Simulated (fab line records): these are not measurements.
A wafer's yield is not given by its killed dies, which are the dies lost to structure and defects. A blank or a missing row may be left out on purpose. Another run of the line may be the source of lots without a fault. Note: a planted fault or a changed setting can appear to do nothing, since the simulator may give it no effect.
Which tool is to blame?    flow nandHarc    13 lots, 39 wafers sampled, at 4 steps of a route of 1302

## WHAT THE GAUGES SHOWED, per wafer
The record holds no reading of a measuring or inspecting step that can be judged against a usual standard deviation.

## TOOL THAT RAN EACH LOT (tool first, then ch and the chambers of the sampled wafers, then the start)
lot   NHARC_P_GATE_STRIP_101             NHARC_P_GATE_DEGAS_109       NHARC_P_GATE_SPUTTER_78      NHARC_P_GATE_RTA_82
L535  rieDiel-08 ch 0,1,2, day 5 18:08   pvdSputter-02, day 6 00:15   pvdSputter-02, day 6 00:21   rtpAnneal-01 ch 0, day 6 01:00
L536  rieDiel-01 ch 0,1,3, day 6 00:00   pvdSputter-03, day 6 06:32   pvdSputter-03, day 6 06:38   rtpAnneal-01 ch 0, day 6 07:26
L537  rieDiel-08 ch 0,1,3, day 6 15:30   pvdSputter-03, day 6 21:55   pvdSputter-03, day 6 22:01   rtpAnneal-01 ch 0, day 6 22:42
L538  rieDiel-01 ch 1,2,3, day 6 15:56   pvdSputter-02, day 6 22:41   pvdSputter-02, day 6 22:47   rtpAnneal-01 ch 0, day 6 23:37
L540  rieDiel-01 ch 0,3, day 7 13:16     pvdSputter-01, day 7 19:40   pvdSputter-01, day 7 19:46   rtpAnneal-02 ch 0, day 7 20:28
L539  rieDiel-02 ch 0,2,3, day 7 13:29   pvdSputter-02, day 7 20:13   pvdSputter-02, day 7 20:18   rtpAnneal-02 ch 0, day 7 21:04
L541  rieDiel-02 ch 0,1,2, day 8 00:25   pvdSputter-01, day 8 06:49   pvdSputter-01, day 8 07:00   rtpAnneal-01 ch 0, day 8 07:39
L542  rieDiel-08 ch 0,1,3, day 8 12:31   pvdSputter-02, day 8 18:46   pvdSputter-02, day 8 18:52   rtpAnneal-01 ch 0, day 8 19:49
L545  rieDiel-08 ch 0,1, day 9 16:49     pvdSputter-01, day 9 23:23   pvdSputter-01, day 9 23:31   rtpAnneal-01 ch 0, day 10 00:27
L552  rieDiel-02 ch 0,2,3, day 12 13:19  pvdSputter-01, day 12 19:43  pvdSputter-01, day 12 19:49  rtpAnneal-01 ch 0, day 12 20:46
L553  rieDiel-08 ch 0,1, day 12 20:32    pvdSputter-01, day 13 03:02  pvdSputter-01, day 13 03:09  rtpAnneal-01 ch 0, day 13 03:52
L554  rieDiel-01 ch 0,1, day 13 11:31    pvdSputter-03, day 13 18:06  pvdSputter-03, day 13 18:12  rtpAnneal-02 ch 0, day 13 18:52
L557  rieDiel-02 ch 0,2,3, day 14 18:27  pvdSputter-01, day 15 01:01  pvdSputter-01, day 15 01:06  rtpAnneal-01 ch 0, day 15 01:46
- NHARC_P_GATE_STRIP_101: strips in O2, time 20 s.
- NHARC_P_GATE_DEGAS_109: time 60 s.
- NHARC_P_GATE_SPUTTER_78: material Ni, target thk 10 nm.
- NHARC_P_GATE_RTA_82: time 30 s.

## AS READ BY THE TOOLS THEMSELVES (means over the sampled wafers that have a number; for cases with no such wafer, the mark the record gives instead)
NHARC_P_GATE_STRIP_101. Usual: chamberPressureMTorr 60.00 mTorr, standard deviation 0.055; drypumpMotorCurrentA 5.7 A, standard deviation 0.38; oesProductAu 1.001 a.u., standard deviation 0.016; rfVppV 58.0 V, standard deviation 0.94; showerheadPlenumPTorr 3.57 Torr, standard deviation 0.14; throttleValvePct 17.038 %, standard deviation 0.0084.
lot   tool        chamberPressureMTorr (mTorr)  drypumpMotorCurrentA (A)  oesProductAu (a.u.)  rfVppV (V)  showerheadPlenumPTorr (Torr)  throttleValvePct (%)  flag
L535  rieDiel-08  60.04                         5.5                       1.000                58.6        3.59                          17.034                
L536  rieDiel-01  60.05                         6.0                       1.016                58.5        3.67                          17.041                
L537  rieDiel-08  59.95                         5.6                       1.005                58.9        3.65                          17.042                
L538  rieDiel-01  60.00                         5.9                       1.009                57.1        3.60                          17.042                
L540  rieDiel-01  60.03                         5.8                       1.007                57.7        3.71                          17.040                
L539  rieDiel-02  60.02                         5.8                       1.005                58.2        3.45                          17.040                
L541  rieDiel-02  60.01                         5.6                       1.002                57.7        3.46                          17.040                
L542  rieDiel-08  59.94                         5.6                       1.002                57.7        3.64                          17.044                
L545  rieDiel-08  59.99                         5.5                       0.974                58.4        3.60                          17.048                
L552  rieDiel-02  59.99                         5.8                       0.991                57.7        3.45                          17.030                
L553  rieDiel-08  60.02                         5.5                       0.986                58.9        3.60                          17.042                
L554  rieDiel-01  60.01                         6.0                       1.001                57.2        3.70                          17.035                
L557  rieDiel-02  59.98                         5.7                       0.999                57.8        3.45                          17.041                

NHARC_P_GATE_DEGAS_109. Usual: heaterPowerW at 487 W, with a standard deviation of 48.
lot   tool           heaterPowerW (W)  flag
L535  pvdSputter-02  507               
L536  pvdSputter-03  440               
L537  pvdSputter-03  448               
L538  pvdSputter-02  508               
L540  pvdSputter-01  461               
L539  pvdSputter-02  533               
L541  pvdSputter-01  480               
L542  pvdSputter-02  563               
L545  pvdSputter-01  547               
L552  pvdSputter-01  482               
L553  pvdSputter-01  490               
L554  pvdSputter-03  425               
L557  pvdSputter-01  509               

NHARC_P_GATE_RTA_82. Usual: lampPowerPct 4.1 %, standard deviation 0.32; wafer_temp_C_max 451.3, standard deviation 0.46.
lot   tool          lampPowerPct (%)  wafer_temp_C_max  flag
L535  rtpAnneal-01  3.9               451.5             
L536  rtpAnneal-01  3.9               451.3             
L537  rtpAnneal-01  3.9               451.3             
L538  rtpAnneal-01  3.9               451.0             
L540  rtpAnneal-02  4.6               451.6             
L539  rtpAnneal-02  4.6               451.6             
L541  rtpAnneal-01  3.9               451.2             
L542  rtpAnneal-01  3.9               451.0             
L545  rtpAnneal-01  3.9               450.9             
L552  rtpAnneal-01  3.8               450.9             
L553  rtpAnneal-01  3.9               451.3             
L554  rtpAnneal-02  4.6               451.7             
L557  rtpAnneal-01  3.9               451.0             

## THE ANSWER, worked out from the rows above alone
Rule: a lot counts as off when the mean over its wafers that have a number is more than 3 standard deviations away from the usual mean. Also off: a lot with no number at a reading for which 4 or more lots have one. The other lots that the step has rows for count as sound. First the gauges in route order, then the tools' own readings, where a lot's mean is used as printed above. The first step at which some lot is off is used, and at that step the reading that is off furthest; a lot without a number counts as furthest.
Nothing can be told from this: no lot is off at any reading shown.

## WHAT THE SIMULATOR PUT IN
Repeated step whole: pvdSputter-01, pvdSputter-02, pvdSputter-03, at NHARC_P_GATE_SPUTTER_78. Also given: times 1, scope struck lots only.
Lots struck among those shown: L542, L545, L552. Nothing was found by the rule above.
